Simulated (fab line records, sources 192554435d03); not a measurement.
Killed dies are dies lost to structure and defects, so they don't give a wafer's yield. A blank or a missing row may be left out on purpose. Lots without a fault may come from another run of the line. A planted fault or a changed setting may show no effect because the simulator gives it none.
Split-lot experiment | flow n5_finfet | 7 lots, 39 wafers read, on a route of 1938 steps

THE SPLIT
At N5_BEOL_M1_ETCH_70 (etches SOC in N2/H2, target depth 80 nm, overetch 16 nm, time 120 s), the setting time_s was moved away from the recipe's 120 s on 12 of the 39 wafers read, by -33.2% to +21.7%. The other wafers ran this setting at the recipe's value.

The reading is taken at the split's own step.

THE READING
SiARC_of_BEOL_M1_COAT_68.thk_nm (the simulator's own value, which no gauge read), in nm, at N5_BEOL_M1_ETCH_70 (etches SOC in N2/H2, target depth 80 nm, overetch 16 nm, time 120 s). The file gives no usual value for it. The 27 wafers here that ran the recipe average 6.4 nm, standard deviation 0.15 nm.

wafer  | tool, chamber at the split | time_s as run, s | against the recipe | SiARC_of_BEOL_M1_COAT_68.thk_nm, nm | against lot-mates on the recipe
L074.1 | rie_diel-02, 0             | 120              | recipe             | 6.6                                 | -
L074.2 | rie_diel-02, 2             | 120              | recipe             | 6.2                                 | -
L074.6 | rie_diel-02, 2             | 120              | recipe             | 6.2                                 | -
L074.3 | rie_diel-02, 3,1,1         | 120              | recipe             | 6.4                                 | -
L074.4 | rie_diel-02, 3,1,1         | 120              | recipe             | 6.4                                 | -
L074.5 | rie_diel-02, 3,1,1         | 120              | recipe             | 6.4                                 | -
L077.1 | rie_diel-05, 3,1           | 120              | recipe             | 6.2                                 | -
L077.4 | rie_diel-05, 3,1           | 120              | recipe             | 6.2                                 | -
L077.2 | rie_diel-05, 2,1,2         | 80.1             | -33.2%             | 8.2                                 | +1.9
L077.5 | rie_diel-05, 2,1,2         | 80.1             | -33.2%             | 8.2                                 | +1.9
L077.6 | rie_diel-05, 2,1,2         | 80.1             | -33.2%             | 8.2                                 | +1.9
L077.3 | rie_diel-05, 0             | 120              | recipe             | 6.6                                 | -
L078.1 | rie_diel-02, 1,0,1         | 120              | recipe             | 6.6                                 | -
L078.2 | rie_diel-02, 1,0,1         | 120              | recipe             | 6.6                                 | -
L078.6 | rie_diel-02, 1,0,1         | 120              | recipe             | 6.6                                 | -
L078.3 | rie_diel-02, 2,3,2         | 120              | recipe             | 6.4                                 | -
L078.4 | rie_diel-02, 2,3,2         | 120              | recipe             | 6.4                                 | -
L078.5 | rie_diel-02, 2,3,2         | 120              | recipe             | 6.4                                 | -
L086.1 | rie_diel-05, 0             | 90.48            | -24.6%             | 8                                   | +1.7
L086.2 | rie_diel-05, 2,1           | 90.48            | -24.6%             | 7.8                                 | +1.5
L086.4 | rie_diel-05, 2,1           | 90.48            | -24.6%             | 7.8                                 | +1.5
L086.3 | rie_diel-05, 3             | 120              | recipe             | 6.2                                 | -
L086.5 | rie_diel-05, 3,2           | 120              | recipe             | 6.4                                 | -
L086.6 | rie_diel-05, 3,2           | 120              | recipe             | 6.4                                 | -
L088.1 | rie_diel-03, 0,2           | 146              | +21.7%             | 5.2                                 | -1.3
L088.3 | rie_diel-03, 0,2           | 146              | +21.7%             | 5.2                                 | -1.3
L088.2 | rie_diel-03, 1,3           | 120              | recipe             | 6.6                                 | -
L088.4 | rie_diel-03, 1,3           | 120              | recipe             | 6.6                                 | -
L088.5 | rie_diel-03, 3             | 146              | +21.7%             | 5.4                                 | -1.1
L088.6 | rie_diel-03, 0             | 120              | recipe             | 6.4                                 | -
L089.2 | rie_diel-05, 2,3           | 120              | recipe             | 6.2                                 | -
L089.4 | rie_diel-05, 2,3           | 120              | recipe             | 6.2                                 | -
L089.3 | rie_diel-05, 1             | 120              | recipe             | 6.4                                 | -
L090.1 | rie_diel-02, 2             | 97.23            | -19.0%             | 7.4                                 | +1.1
L090.2 | rie_diel-02, 1             | 97.23            | -19.0%             | 7.6                                 | +1.3
L090.3 | rie_diel-02, 0             | 120              | recipe             | 6.2                                 | -
L090.4 | rie_diel-02, 3,1           | 120              | recipe             | 6.4                                 | -
L090.6 | rie_diel-02, 3,1           | 120              | recipe             | 6.4                                 | -
L090.5 | rie_diel-02, 2             | 97.23            | -19.0%             | 7.2                                 | +0.9
Where a row lists several chambers, the file gives one row for several wafers and doesn't say which wafer went through which chamber.

THE FIT
A straight line over all 39 wafers: SiARC_of_BEOL_M1_COAT_68.thk_nm changes by -0.0548 nm for each +1% of time_s; r = -0.98; the points scatter about the line by 0.15 nm.
The same after taking each lot's own level away (the mean of its wafers on the recipe; 39 wafers): -0.0581 nm for each +1%; r = -0.99; scatter 0.12 nm.
On that fit, the largest move of time_s shifts the reading by 1.9 nm.
The lots' own levels span 6.27 to 6.53 nm, that is 1.8 times the standard deviation above.
So the lot-to-lot level changes the slope little: the two slopes agree.
Check: with one of the wafers moved furthest among these (-33.2%) left out of the fit, the line predicts +1.94 nm for it against its lot-mates. It came out at +1.87 nm against them.

OTHER SPLITS ON THESE WAFERS
These wafers also went through other splits before the reading. Each is held against what the fit with the lots' levels taken away leaves over:
other split on the same wafers          | wafers away from the commonest value | r with SiARC_of_BEOL_M1_COAT_68.thk_nm (lot level and that fit taken away)
N5_ZERO_LAYER_DEVELOP_10 develop_time_s | 15                                   | -0.05
N5_STI_FIN_REVEAL_ETCHBACK_08 time_s    | 15                                   | +0.36
N5_HKMG_FIN_ALD_91 ald_cycles           | 12                                   | +0.22

THE FILE'S OWN FIT
SiARC_of_BEOL_M1_COAT_68.thk_nm changes by -0.0581 nm for each +1% of time_s, r = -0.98.
